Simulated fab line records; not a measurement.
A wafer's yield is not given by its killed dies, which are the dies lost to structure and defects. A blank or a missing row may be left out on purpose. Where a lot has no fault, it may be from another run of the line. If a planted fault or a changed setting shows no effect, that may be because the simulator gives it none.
Matching of chambers | flow nand_harc | 4 sister chambers for NHARC_P_ZERO_WELL_DESCUM_39 on rie_diel-09
The step chemistry O2, time 3 s. 4 wafers are shown with their chamber, then 10 later ones without.

== WAFERS WITH THEIR CHAMBER ==
wafer  | chamber | drypump_motor_current_A (A)
L082.5 | 0       | 5.3
L083.6 | 1       | 5.5
L084.2 | 3       | 6.6
L084.3 | 2       | 5.5

== WAFERS WITHOUT THEIR CHAMBER ==
wafer  | drypump_motor_current_A (A)
L084.4 | 5.3
L085.1 | 5.4
L085.4 | 5.5
L085.5 | 5.3
L089.1 | 5.5
L089.2 | 5.3
L089.3 | 6.6
L096.1 | 5.3
L096.2 | 5.5
L096.3 | 5.5

== THE CHAMBER EACH PASSED THROUGH ==
wafer  | from the rows above          | in truth
L084.4 | 0                            | 0
L085.1 | can't be placed: 1 or 2 or 0 | 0
L085.4 | can't be placed: 1 or 2      | 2
L085.5 | 0                            | 0
L089.1 | can't be placed: 1 or 2      | 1
L089.2 | 0                            | 0
L089.3 | 3                            | 3
L096.1 | 0                            | 0
L096.2 | can't be placed: 1 or 2      | 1
L096.3 | can't be placed: 1 or 2      | 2
5 of 10 placed correctly. Not placeable from these rows: 5 (in 5, the candidates include the true chamber). Placed wrongly: 0.
How it was worked out, from the rows above alone: a wafer's distance from a chamber is the root of the sum, over the readings, of the square of ((its reading less the chamber's mean) divided by the reading's scatter). If the next closest chamber is less than 2 further off than the closest, the wafer can't be placed; otherwise it belongs to the closest. Each chamber's mean is taken over the wafers shown for it. The scatter (one wafer shown for each chamber): square how far every hidden wafer sits from the nearest shown wafer, average those squares and take the square root.
